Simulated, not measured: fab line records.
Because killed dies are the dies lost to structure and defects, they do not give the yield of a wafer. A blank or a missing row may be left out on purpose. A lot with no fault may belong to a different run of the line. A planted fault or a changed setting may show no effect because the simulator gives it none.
Comparing a struck lot with a sound one ; flow nand_harc ; 18 steps out of a route of 1302
Sound: the wafers L143.3, L143.4, L143.5. Wafers L146.1, L146.4, L146.6 were the ones struck. At the end, the cause is stated.
Per side, at each step with rows, come the tool, then ch with its chambers, and then its first start. Under that, the readings that differ: sound wafers ; struck wafers ; difference of the means ; sigmas: that difference in standard deviations of wafers without a fault.
alike: readings whose means differ by less than 2 such deviations, and words and numbers that are the same on both sides. not compared: withheld readings, readings that some wafer has no value for, bounds like >300 that may hide the same value, and numbers for which the record gives no deviation and whose values overlap.
A row with sigmas, a row that says differs or no value, or rows on one side alone: a step with any of these is where the two part. Numbers that have no deviation but don't overlap get no sigmas and don't part them. Lack of a reading on every wafer of one side parts them only where that side has two or more wafers.

NHARC_P_GATE_CD_MEAS_46 targets a cd of 720 nm.
  sound on cd_sem-03 ch 0, day 8 14:42; struck on cd_sem-03 ch 0, day 10 02:35
  alike: cd_nm
then, 1 step without rows for these wafers: NHARC_P_GATE_HARDBAKE_47 (time 80 s).
NHARC_P_GATE_DESCUM_48: chemistry O2, time 3 s.
  sound on rie_diel-02 ch 0,1,3, day 8 14:52; struck on rie_diel-09 ch 0,3, day 10 02:44
  alike: drypump_motor_current_A, oes_product_au, rf_vpp_V, showerhead_plenum_p_Torr, throttle_valve_pct
  not compared: rf_hours_counter_h
after that, 1 step had no rows for these wafers: NHARC_P_GATE_IMPLANT_49.
NHARC_P_GATE_STRIP_111: strips in N2/H2, time 250 s.
  sound on plasma_asher-02 ch 0,1, day 8 15:19; struck on plasma_asher-02 ch 0,1, day 10 03:07
  alike: drypump_motor_current_A, heater_power_w
  not compared: rf_hours_counter_h
NHARC_P_GATE_STRIP_75: strips in O2.
  sound on plasma_asher-02 ch 0,1, day 8 15:33; struck on plasma_asher-02 ch 0,1, day 10 03:25
  alike: drypump_motor_current_A, heater_power_w
  not compared: rf_hours_counter_h
then, 6 steps without rows for these wafers: NHARC_P_GATE_STRIP_50 (strips in SPM, time 900 s); NHARC_P_GATE_DEHYDRATE_51 (time 120 s); NHARC_P_GATE_HMDS_52 (time 30 s); NHARC_P_GATE_COAT_53; NHARC_P_GATE_SOFTBAKE_54 (time 95 s); NHARC_P_GATE_EBR_55.
NHARC_P_GATE_EXPOSE_56: exposes mask P PSD, target cd 720 nm.
  sound on krf_scanner-01 ch 0, day 8 16:18; struck on krf_scanner-02 ch 0, day 10 04:11
reading;sound;struck;difference;sigmas
mask;P_PSD#0 P_PSD#0 P_PSD#0;P_PSD_R1#0 P_PSD_R1#0 P_PSD_R1#0;differs;
  alike: exposure_dose_mJ_cm2, stage_vel_mm_s
then, 2 steps without rows for these wafers: NHARC_P_GATE_PEB_57 (peb time 85 s); NHARC_P_GATE_DEVELOP_58 (time 70 s).
NHARC_P_GATE_CD_MEAS_59 targets a cd of 720 nm.
  sound on cd_sem-01 ch 0, day 8 16:27; struck on cd_sem-03 ch 0, day 10 04:20
reading;sound;struck;difference;sigmas
cd_nm (nm);723.4 720.6 719.4;760.8 762.8 762.4;+40.9;+18
then, 1 step without rows for these wafers: NHARC_P_GATE_HARDBAKE_60 (time 80 s).
-- the record jumps here: 19 days lie between the struck wafers' starts before and after (it left off in module P_GATE and takes up again in module END, whose first step shown is number 1302 of the route) --
NHARC_END_SORT_01:
  sound on prober-01 ch 0, day 28 01:01; struck on prober-01 ch 0, day 29 02:28
  alike: killed_at_array, killed_at_other, killed_at_periphery, killed_dies, killed_open, killed_short

WHERE THEY PART
At NHARC_P_GATE_EXPOSE_56 first; at NHARC_P_GATE_CD_MEAS_59 last (within this record only). Later steps at which nothing parts them and some readings are alike: NHARC_END_SORT_01.

WHY: what the simulator had put in
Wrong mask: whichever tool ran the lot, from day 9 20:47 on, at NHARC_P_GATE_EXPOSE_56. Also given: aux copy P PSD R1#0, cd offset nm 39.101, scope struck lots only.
